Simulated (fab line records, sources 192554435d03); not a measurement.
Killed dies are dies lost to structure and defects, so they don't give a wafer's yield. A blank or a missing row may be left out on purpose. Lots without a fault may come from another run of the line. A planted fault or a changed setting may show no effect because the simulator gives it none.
Chamber matching | flow n5_finfet | N5_BEOL_M12_DEP_53 on pecvd-02: 3 sister chambers
The step deposits SiCN from 3MS/NH3, target thk 30 nm, time 10.5 s. 6 wafers are shown with their chamber, then 10 later ones without.

WAFERS WITH THEIR CHAMBER
wafer  | chamber | showerhead_plenum_p_Torr (Torr) | throttle_valve_pct (%)
L083.6 | 1       | 4.150                           | 18.7
L082.1 | 1       | 4.143                           | 18.5
L082.3 | 2       | 4.165                           | 18.1
L082.6 | 0       | 4.161                           | 18.8
L086.3 | 2       | 4.177                           | 18.3
L086.5 | 0       | 4.171                           | 18.8

WAFERS WITHOUT THEIR CHAMBER
wafer  | showerhead_plenum_p_Torr (Torr) | throttle_valve_pct (%)
L086.6 | 4.176                           | 18.3
L089.1 | 4.172                           | 18.3
L089.2 | 4.162                           | 18.3
L089.5 | 4.165                           | 18.2
L092.3 | 4.172                           | 18.1
L092.5 | 4.172                           | 18.3
L092.6 | 4.171                           | 18.3
L096.1 | 4.130                           | 17.3
L096.5 | 4.170                           | 18.6
L096.6 | 4.137                           | 17.1

WHICH CHAMBER EACH WENT THROUGH
wafer  | from the rows above          | in truth
L086.6 | 2                            | 2
L089.1 | 2                            | 2
L089.2 | can't be placed: 2 or 1      | 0
L089.5 | 2                            | 2
L092.3 | 2                            | 2
L092.5 | 2                            | 2
L092.6 | 2                            | 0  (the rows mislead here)
L096.1 | can't be placed: 2 or 1      | 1
L096.5 | can't be placed: 0 or 1 or 2 | 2
L096.6 | 2                            | 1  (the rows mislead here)
Placed correctly: 5 of 10. Can't be placed from these rows: 3 (the true chamber is among the candidates in 2). Placed wrongly: 2.
How it was worked out, from the rows above alone: a wafer's distance from a chamber is the root of the sum, over the readings, of the square of ((its reading less the chamber's mean) divided by the reading's scatter). The wafer belongs to the nearest chamber; if the next one is less than 2 further off, it can't be placed. A chamber's mean is the mean of its shown wafers. The scatter: the root of (the sum of the squares of (reading less its chamber's mean) over the shown wafers, divided by (wafers less chambers)).
